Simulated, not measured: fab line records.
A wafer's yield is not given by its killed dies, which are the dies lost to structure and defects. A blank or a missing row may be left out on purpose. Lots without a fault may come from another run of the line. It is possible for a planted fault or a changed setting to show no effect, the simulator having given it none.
8D (eight disciplines) problem report, filled in by code || flow nand harc || the parts of the form that need people (team, actions taken, sign-off) are left out

## 1. PROBLEM STATEMENT
thk nm at NHARC_A_ONON_D1_THK_MEAS_30 reads a mean of 1043 nm on 3 wafers of 2 lots; wafers without a fault read 999 nm with a standard deviation of 6.1. That is +7.3 standard deviations from the usual mean.
The step: measures by ellipsometry.
Earliest sighting: wafer L763.3 on film metro-02 at day 11 20:07. Wafers with a number at this step in the record: 42, from 14 lots. Rule for "out" (also "out of limits"): further than 4 standard deviations from the usual mean. The rest of the wafers with a number are treated as sound.

## 2. WHAT IT IS, AND WHAT IT ISN'T
{"question": "which readings at this step", "is": "thk nm", "is not": "-"}
{"question": "which lots", "is": "L763, L765", "is not": "L749, L750, L751, L752, L753, L754, L755, L756, L760, L766, L770, L771"}
{"question": "which wafers of those lots", "is": "L763.3, L763.4, L765.6", "is not": "L763.5, L765.1, L765.5"}
{"question": "read on which gauges", "is": "film metro-01, film metro-02", "is not": "-"}
{"question": "when", "is": "from day 11 20:07", "is not": "up to then (28 sound wafers); but 11 sound wafers of L765, L766, L770, L771 came after"}

## 3. WHAT RULES OUT EACH SUSPECT
Counting: any tool at a process step up to the reading remains a suspect provided it ran every lot that is out. Sound lots after the first of them don't rule it out here, since some wafers of a struck lot are sound.
- ruled out: the gauge at NHARC_A_ONON_D1_THK_MEAS_30. 2 gauges (film metro-01, film metro-02) read the wafers that are out.
- pvd sputter-03 at NHARC_P_BONDPAD_PRE_CLEAN_26 (time 30 s): kept. Every lot that is out went through it, the first being L763 (day 11 06:56); the last sound lot it ran before that was L760 (day 10 14:07). With no start given for some of its lots, NHARC_P_BONDPAD_PRE_CLEAN_26 uses the hours and lot order of NHARC_A_SOURCE_PLATE_INSPECT_08.
- pecvd onon-03 at NHARC_A_ONON_D1_DEP_28 (target thk 1000 nm): kept. Every lot that is out went through it, the first being L763 (day 11 19:43); the last sound lot it ran before that was L756 (day 9 23:36).
After counting, pvd sputter-03 at NHARC_P_BONDPAD_PRE_CLEAN_26 and pecvd onon-03 at NHARC_A_ONON_D1_DEP_28 remain.

## 4. THE CAUSE (what the simulator had put in)
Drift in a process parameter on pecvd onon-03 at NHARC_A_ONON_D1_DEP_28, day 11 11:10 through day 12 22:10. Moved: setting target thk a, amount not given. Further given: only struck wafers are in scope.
2 suspects survive the count, and this tool is in that group.

## 5. THE CHAIN OF EFFECTS, in route order
Each row: a reading whose mean over the struck wafers that have a number lies more than 3 standard deviations from the usual. Only readings whose record carries a usual standard deviation are examined. hours: median over the lots of the time between each lot's start at the first step of this table that gives one and its start at this step. sigmas: the change, counted in usual standard deviations.
{"hours": 0, "step": "NHARC_A_ONON_D1_THK_MEAS_30", "reading": "thk nm", "usual": "999 nm", "on struck wafers": 1043, "change": "+44", "sigmas": "+7.3"}

## 6. WHAT WOULD HAVE CAUGHT IT SOONER
In this record the first reading out of limits at a measuring or inspecting step was taken at day 11 20:07, 9 hours after the fault began at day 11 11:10.
Tool readings at NHARC_A_ONON_D1_DEP_28 with a usual standard deviation given in the record: none out on any struck wafer, hence no alarm at a limit of 4 standard deviations on them.
Among the 2 lots that are out, L765 began NHARC_A_ONON_D1_DEP_28 on pecvd onon-03 after day 11 20:07. Holding the tool at that time would have saved it.
